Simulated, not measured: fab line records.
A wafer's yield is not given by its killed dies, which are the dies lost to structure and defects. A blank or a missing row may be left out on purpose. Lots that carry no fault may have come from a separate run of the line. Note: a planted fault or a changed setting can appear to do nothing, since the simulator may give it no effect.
Matching of chambers / flow n5-finfet / N5_BEOL_M2_CO_CAP_55 on cvd-co-01: 3 sister chambers
The step material Co, precursor CCTBA/H2, target thk 2 nm, time 102.1 s. 6 wafers are shown with their chamber, then 12 later ones without.

WAFERS WITH THEIR CHAMBER
wafer=L088.6; chamber=2; heater-power-w (W)=235; chamber-pressure-Torr (Torr)=30.03
wafer=L089.4; chamber=1; heater-power-w (W)=235; chamber-pressure-Torr (Torr)=29.99
wafer=L089.6; chamber=0; heater-power-w (W)=246; chamber-pressure-Torr (Torr)=30.05
wafer=L091.4; chamber=1; heater-power-w (W)=236; chamber-pressure-Torr (Torr)=29.96
wafer=L091.5; chamber=2; heater-power-w (W)=239; chamber-pressure-Torr (Torr)=29.94
wafer=L091.6; chamber=0; heater-power-w (W)=245; chamber-pressure-Torr (Torr)=29.99

WAFERS WITH NO CHAMBER GIVEN
wafer=L092.1; heater-power-w (W)=254; chamber-pressure-Torr (Torr)=29.98
wafer=L092.2; heater-power-w (W)=240; chamber-pressure-Torr (Torr)=29.95
wafer=L092.5; heater-power-w (W)=248; chamber-pressure-Torr (Torr)=30.04
wafer=L095.2; heater-power-w (W)=241; chamber-pressure-Torr (Torr)=29.94
wafer=L095.3; heater-power-w (W)=238; chamber-pressure-Torr (Torr)=30.08
wafer=L095.6; heater-power-w (W)=253; chamber-pressure-Torr (Torr)=30.02
wafer=L094.2; heater-power-w (W)=229; chamber-pressure-Torr (Torr)=29.94
wafer=L094.4; heater-power-w (W)=241; chamber-pressure-Torr (Torr)=29.84
wafer=L094.5; heater-power-w (W)=260; chamber-pressure-Torr (Torr)=29.94
wafer=L097.3; heater-power-w (W)=255; chamber-pressure-Torr (Torr)=29.98
wafer=L097.4; heater-power-w (W)=241; chamber-pressure-Torr (Torr)=30.06
wafer=L097.5; heater-power-w (W)=256; chamber-pressure-Torr (Torr)=30.06

EACH ONE'S CHAMBER
wafer=L092.1; from the rows above=0; in truth=0
wafer=L092.2; from the rows above=can't be placed: 2 or 1 or 0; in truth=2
wafer=L092.5; from the rows above=0; in truth=0
wafer=L095.2; from the rows above=can't be placed: 2 or 0 or 1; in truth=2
wafer=L095.3; from the rows above=can't be placed: 2 or 1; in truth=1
wafer=L095.6; from the rows above=0; in truth=0
wafer=L094.2; from the rows above=can't be placed: 1 or 2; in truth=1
wafer=L094.4; from the rows above=can't be placed: 2 or 1 or 0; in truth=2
wafer=L094.5; from the rows above=0; in truth=0
wafer=L097.3; from the rows above=0; in truth=0
wafer=L097.4; from the rows above=can't be placed: 0 or 2 or 1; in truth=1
wafer=L097.5; from the rows above=0; in truth=0
6 of 12 placed correctly. Can't be placed from these rows: 6 (the true chamber is among the candidates in 6). Number placed wrongly: 0.
How it was worked out, from the rows above alone: a wafer's distance from a chamber is the root of the sum, over the readings, of the square of ((its reading less the chamber's mean) divided by the reading's scatter). The wafer belongs to the nearest chamber; if the next one is less than 2 further off, it can't be placed. The mean given for a chamber averages the wafers shown for that chamber. How the scatter is found: for the shown wafers, subtract from each reading the mean of its chamber, square and add these, divide the total by (wafers less chambers), then take the root.
